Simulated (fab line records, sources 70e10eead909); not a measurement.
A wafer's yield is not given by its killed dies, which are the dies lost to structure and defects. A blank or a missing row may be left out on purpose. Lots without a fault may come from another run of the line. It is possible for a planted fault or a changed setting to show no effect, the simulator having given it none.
Chamber matching -- flow nand_harc -- NHARC_P_M2_PRE_CLEAN_32 on pecvd-03 has 3 sister chambers
The step time 12 s. 22 wafers are shown with their chamber, then 11 later ones without.

== WAFERS WITH THEIR CHAMBER ==
wafer,chamber,heater_power_w (W)
L075.3,2,704
L075.4,1,494
L075.6,2,685
L075.1,1,493
L075.2,0,637
L075.5,0,613
L078.2,0,608
L078.5,0,631
L078.6,1,568
L077.1,2,723
L077.2,0,637
L077.5,0,662
L081.2,2,789
L081.3,0,605
L081.6,1,563
L083.1,1,514
L083.2,2,716
L083.6,0,514
L086.3,0,603
L086.4,2,825
L086.6,0,605
L088.1,1,602

SIGNATURES, as means of the wafers listed above
reading,chamber 0,chamber 1,chamber 2,scatter within a chamber
heater_power_w,611.50,539.00,740.33,45.2
Rule: for each reading, subtract the chamber's mean from the wafer's reading, divide by that reading's scatter and square the result; add these up over the readings and take the root, which gives the wafer's distance from the chamber. The wafer belongs to the nearest chamber; if the next one is less than 2 further off, it can't be placed. How the scatter is found: for the shown wafers, subtract from each reading the mean of its chamber, square and add these, divide the total by (wafers less chambers), then take the root.

== WAFERS WITH NO CHAMBER GIVEN ==
wafer,heater_power_w (W)
L088.3,604
L088.4,603
L089.1,538
L089.3,770
L089.4,540
L092.1,743
L092.2,588
L092.5,576
L097.1,783
L097.3,518
L097.6,518

== EACH ONE'S CHAMBER ==
wafer,from the rows above,in truth
L088.3,can't be placed: 0 or 1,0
L088.4,can't be placed: 0 or 1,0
L089.1,can't be placed: 1 or 0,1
L089.3,2,2
L089.4,can't be placed: 1 or 0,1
L092.1,2,2
L092.2,can't be placed: 0 or 1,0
L092.5,can't be placed: 0 or 1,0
L097.1,2,2
L097.3,can't be placed: 1 or 0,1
L097.6,can't be placed: 1 or 0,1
Correctly placed: 3 of 11. Not placeable from these rows: 8 (in 8, the candidates include the true chamber). Wrongly placed: 0.
